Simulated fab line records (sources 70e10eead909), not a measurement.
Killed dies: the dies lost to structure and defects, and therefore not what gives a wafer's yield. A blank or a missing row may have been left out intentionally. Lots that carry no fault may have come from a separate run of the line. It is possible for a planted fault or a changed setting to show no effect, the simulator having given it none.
Matching of chambers    flow nand_harc    NHARC_A_SLIT_DEP_25 on pecvd-02 has 3 sister chambers
The step deposits SiO2, target thk 200 nm. 6 wafers are shown with their chamber, then 6 later ones without.

## WAFERS WITH THEIR CHAMBER
wafer   chamber  throttle_valve_pct (%)  heater_power_w (W)
L141.1  0        16.0                    518
L141.5  2        15.2                    553
L142.4  0        16.5                    644
L151.2  1        16.8                    563
L151.4  1        16.8                    570
L151.6  2        15.3                    635

## WAFERS WHOSE CHAMBER IS MISSING
wafer   throttle_valve_pct (%)  heater_power_w (W)
L153.2  16.7                    555
L153.4  14.7                    655
L153.6  17.0                    570
L155.1  16.9                    580
L155.2  15.1                    615
L155.3  16.7                    572

## THE CHAMBER EACH PASSED THROUGH
wafer   from the rows above      in truth
L153.2  can't be placed: 1 or 0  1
L153.4  2                        2
L153.6  1                        1
L155.1  1                        1
L155.2  2                        2
L155.3  can't be placed: 1 or 0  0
4 of 6 placed correctly. These rows do not allow placing 2 (true chamber among the candidates in 2). Placed wrongly: 0.
How it was worked out, from the rows above alone: a wafer's distance from a chamber is the root of the sum, over the readings, of the square of ((its reading less the chamber's mean) divided by the reading's scatter). If the next closest chamber is less than 2 further off than the closest, the wafer can't be placed; otherwise it belongs to the closest. A chamber's mean is the mean of its shown wafers. The scatter: take each reading less its chamber's mean, square it, sum over the shown wafers, divide by the number of wafers less the number of chambers, and take the root.
